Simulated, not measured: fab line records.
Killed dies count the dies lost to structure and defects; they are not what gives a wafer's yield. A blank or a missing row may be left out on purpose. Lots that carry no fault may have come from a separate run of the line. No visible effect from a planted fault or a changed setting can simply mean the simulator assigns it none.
Lot-split experiment :: flow n5Finfet :: 21 wafers read from 7 lots, route of 1938 steps

## ON THE SPLIT
At N5_BEOL_M5_EXPOSE_08 (exposes mask M5, target cd 28 nm), the setting doseMj was moved away from the recipe's 35.75 on 10 of the 21 wafers read, by -5.9% to +6.7%. For the rest of the wafers, this setting stayed at what the recipe calls for.

## FROM THE SPLIT TO THE READING: what the file shows between them, 2 steps
- N5_BEOL_M5_PEB_09: peb time 60 s
- N5_BEOL_M5_DEVELOP_10: develop time 30 s

## THE READING
cdNm at N5_BEOL_M5_CD_MEAS_11, given in nm (cd target 27.74 nm). Typical for fault-free wafers on this fab line: 27.99 nm, with standard deviation 0.25 nm.

wafer: L074.1
tool, chamber at the split: euvScanner-02, 0
doseMj as run: 35.75
against the recipe: recipe
cdNm, nm: 27.94
against lot-mates on the recipe: -

wafer: L074.2
tool, chamber at the split: euvScanner-02, 0
doseMj as run: 35.75
against the recipe: recipe
cdNm, nm: 28.04
against lot-mates on the recipe: -

wafer: L074.4
tool, chamber at the split: euvScanner-02, 0
doseMj as run: 34.47
against the recipe: -3.6%
cdNm, nm: 27.21
against lot-mates on the recipe: -0.78

wafer: L075.3
tool, chamber at the split: euvScanner-02, 0
doseMj as run: 34.43
against the recipe: -3.7%
cdNm, nm: 27.51
against lot-mates on the recipe: -0.46

wafer: L075.4
tool, chamber at the split: euvScanner-02, 0
doseMj as run: 35.75
against the recipe: recipe
cdNm, nm: 27.64
against lot-mates on the recipe: -

wafer: L075.5
tool, chamber at the split: euvScanner-02, 0
doseMj as run: 35.75
against the recipe: recipe
cdNm, nm: 28.31
against lot-mates on the recipe: -

wafer: L076.1
tool, chamber at the split: euvScanner-02, 0
doseMj as run: 35.75
against the recipe: recipe
cdNm, nm: 27.68
against lot-mates on the recipe: -

wafer: L076.4
tool, chamber at the split: euvScanner-02, 0
doseMj as run: 33.63
against the recipe: -5.9%
cdNm, nm: 26.08
against lot-mates on the recipe: -1.60

wafer: L076.5
tool, chamber at the split: euvScanner-02, 0
doseMj as run: 33.63
against the recipe: -5.9%
cdNm, nm: 26.17
against lot-mates on the recipe: -1.51

wafer: L077.1
tool, chamber at the split: euvScanner-01, 0
doseMj as run: 35.75
against the recipe: recipe
cdNm, nm: 28.16
against lot-mates on the recipe: -

wafer: L077.3
tool, chamber at the split: euvScanner-01, 0
doseMj as run: 35.75
against the recipe: recipe
cdNm, nm: 28.07
against lot-mates on the recipe: -

wafer: L077.6
tool, chamber at the split: euvScanner-01, 0
doseMj as run: 35.75
against the recipe: recipe
cdNm, nm: 27.93
against lot-mates on the recipe: -

wafer: L080.4
tool, chamber at the split: euvScanner-02, 0
doseMj as run: 35.04
against the recipe: -2.0%
cdNm, nm: 27.65
against lot-mates on the recipe: no lot-mate on the recipe

wafer: L080.5
tool, chamber at the split: euvScanner-02, 0
doseMj as run: 35.04
against the recipe: -2.0%
cdNm, nm: 27.72
against lot-mates on the recipe: no lot-mate on the recipe

wafer: L080.6
tool, chamber at the split: euvScanner-02, 0
doseMj as run: 35.04
against the recipe: -2.0%
cdNm, nm: 27.72
against lot-mates on the recipe: no lot-mate on the recipe

wafer: L083.1
tool, chamber at the split: euvScanner-01, 0
doseMj as run: 38.13
against the recipe: +6.7%
cdNm, nm: 29.84
against lot-mates on the recipe: +1.57

wafer: L083.2
tool, chamber at the split: euvScanner-01, 0
doseMj as run: 35.75
against the recipe: recipe
cdNm, nm: 28.27
against lot-mates on the recipe: -

wafer: L083.6
tool, chamber at the split: euvScanner-01, 0
doseMj as run: 38.13
against the recipe: +6.7%
cdNm, nm: 29.23
against lot-mates on the recipe: +0.96

wafer: L090.4
tool, chamber at the split: euvScanner-01, 0
doseMj as run: 35.75
against the recipe: recipe
cdNm, nm: 27.94
against lot-mates on the recipe: -

wafer: L090.5
tool, chamber at the split: euvScanner-01, 0
doseMj as run: 37.34
against the recipe: +4.4%
cdNm, nm: 29.16
against lot-mates on the recipe: +1.36

wafer: L090.6
tool, chamber at the split: euvScanner-01, 0
doseMj as run: 35.75
against the recipe: recipe
cdNm, nm: 27.67
against lot-mates on the recipe: -

FIT RESULTS
A straight line over all 21 wafers: cdNm changes by +0.25 nm for each +1% of doseMj; r = +0.95; the points scatter about the line by 0.27 nm.
The same after taking each lot's own level away (the mean of its wafers on the recipe; 18 wafers): +0.223 nm for each +1%; r = +0.96; scatter 0.24 nm.
On that fit, the largest move of doseMj shifts the reading by 1.5 nm.
The span of the lots' own levels, 27.680 to 28.270 nm, comes to 2.4 times the standard deviation stated above.
Thus the slope moves with the lot-to-lot level: the two fits are different.
Check: for one of the wafers moved furthest among these (+6.7%), held out of the fit, the line's prediction against its lot-mates is +1.44 nm. Against them it came out at +1.57 nm.

## THE OTHER SPLITS THESE WAFERS WENT THROUGH
These wafers also went through other splits before the reading. Each is held against what the fit with the lots' levels taken away leaves over:
other split on the same wafers: N5_BEOL_M2_COAT_22 spinRpm
wafers away from the commonest value: 7
r with cdNm (lot level and that fit taken away): +0.23

other split on the same wafers: N5_BEOL_M3_COAT_67 spinRpm
wafers away from the commonest value: 9
r with cdNm (lot level and that fit taken away): -0.05

other split on the same wafers: N5_BEOL_M3_COAT_22 spinRpm
wafers away from the commonest value: 8
r with cdNm (lot level and that fit taken away): -0.01

## THE WHOLE CHAIN: every reading that the file lists as answering this split, in the file's order
step: N5_BEOL_M5_CD_MEAS_11
what it does: target cd 27.74 nm
reading: cdNm
change (the file's fit): +0.224 nm for each +1% of the setting
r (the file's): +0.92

step: N5_BEOL_M5_DESCUM_16
what it does: chemistry O2, time 7 s
reading: BEOL_M5.cdNm (the simulator's own value, which no gauge read)
change (the file's fit): +0.218 nm for each +1% of the setting
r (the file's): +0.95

step: N5_BEOL_M5_ETCH_72
what it does: etches underlayer in N2/H2, target depth 6.5 nm, time 5.2 s
reading: BEOL_M5.cdNm (the simulator's own value, which no gauge read)
change (the file's fit): +0.234 nm for each +1% of the setting
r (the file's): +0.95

step: N5_BEOL_M5_ETCH_61
what it does: etches SiARC in CF4, target depth 15.6 nm, time 26 s
reading: BEOL_M5.cdNm (the simulator's own value, which no gauge read)
change (the file's fit): +0.238 nm for each +1% of the setting
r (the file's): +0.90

## THE FILE'S OWN FIT
cdNm changes by +0.224 nm for each +1% of doseMj, r = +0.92.
